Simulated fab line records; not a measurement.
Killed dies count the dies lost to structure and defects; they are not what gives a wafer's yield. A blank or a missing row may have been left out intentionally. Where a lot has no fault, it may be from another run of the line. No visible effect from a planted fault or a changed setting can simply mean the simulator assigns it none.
Chamber matching / flow nandHarc / NHARC_A_CHANNEL_FILL_D1_ALD_16 on aldHk-04: 4 sister chambers
The step deposits SiO2, target thk 1.5 nm, pulse time 10 s, ald cycles 15. 8 wafers are shown with their chamber, then 11 later ones without.

== WAFERS, EACH WITH ITS CHAMBER ==
wafer=L076.6; chamber=3; heaterPowerW (W)=467; precursorPulseHeightRel=0.985
wafer=L081.5; chamber=3; heaterPowerW (W)=460; precursorPulseHeightRel=1.015
wafer=L086.2; chamber=2; heaterPowerW (W)=483; precursorPulseHeightRel=0.983
wafer=L086.5; chamber=0; heaterPowerW (W)=478; precursorPulseHeightRel=1.001
wafer=L087.2; chamber=1; heaterPowerW (W)=469; precursorPulseHeightRel=0.969
wafer=L087.5; chamber=0; heaterPowerW (W)=482; precursorPulseHeightRel=0.997
wafer=L087.6; chamber=1; heaterPowerW (W)=477; precursorPulseHeightRel=0.990
wafer=L093.3; chamber=2; heaterPowerW (W)=494; precursorPulseHeightRel=0.978

== WAFERS WITHOUT THEIR CHAMBER ==
wafer=L093.5; heaterPowerW (W)=479; precursorPulseHeightRel=1.004
wafer=L093.6; heaterPowerW (W)=497; precursorPulseHeightRel=0.960
wafer=L091.3; heaterPowerW (W)=479; precursorPulseHeightRel=1.004
wafer=L091.4; heaterPowerW (W)=460; precursorPulseHeightRel=1.009
wafer=L091.5; heaterPowerW (W)=483; precursorPulseHeightRel=1.010
wafer=L092.3; heaterPowerW (W)=479; precursorPulseHeightRel=0.988
wafer=L092.4; heaterPowerW (W)=466; precursorPulseHeightRel=0.992
wafer=L092.6; heaterPowerW (W)=497; precursorPulseHeightRel=1.002
wafer=L094.2; heaterPowerW (W)=487; precursorPulseHeightRel=0.960
wafer=L094.3; heaterPowerW (W)=487; precursorPulseHeightRel=1.029
wafer=L094.4; heaterPowerW (W)=457; precursorPulseHeightRel=0.990

== CHAMBER TAKEN BY EACH ==
wafer=L093.5; from the rows above=can't be placed: 0 or 1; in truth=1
wafer=L093.6; from the rows above=2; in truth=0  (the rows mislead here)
wafer=L091.3; from the rows above=can't be placed: 0 or 1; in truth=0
wafer=L091.4; from the rows above=3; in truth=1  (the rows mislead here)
wafer=L091.5; from the rows above=can't be placed: 0 or 2 or 1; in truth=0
wafer=L092.3; from the rows above=can't be placed: 0 or 1 or 2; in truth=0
wafer=L092.4; from the rows above=can't be placed: 3 or 1 or 0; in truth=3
wafer=L092.6; from the rows above=can't be placed: 2 or 0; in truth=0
wafer=L094.2; from the rows above=can't be placed: 2 or 1 or 0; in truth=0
wafer=L094.3; from the rows above=can't be placed: 0 or 2 or 1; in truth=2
wafer=L094.4; from the rows above=can't be placed: 3 or 1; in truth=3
Correct placement for 0 of the 11. These rows do not allow placing 9 (true chamber among the candidates in 9). Wrongly placed: 2.
How it was worked out, from the rows above alone: a wafer's distance from a chamber is the root of the sum, over the readings, of the square of ((its reading less the chamber's mean) divided by the reading's scatter). If the next closest chamber is less than 2 further off than the closest, the wafer can't be placed; otherwise it belongs to the closest. Each chamber's mean is taken over the wafers shown for it. The scatter: take each reading less its chamber's mean, square it, sum over the shown wafers, divide by the number of wafers less the number of chambers, and take the root.
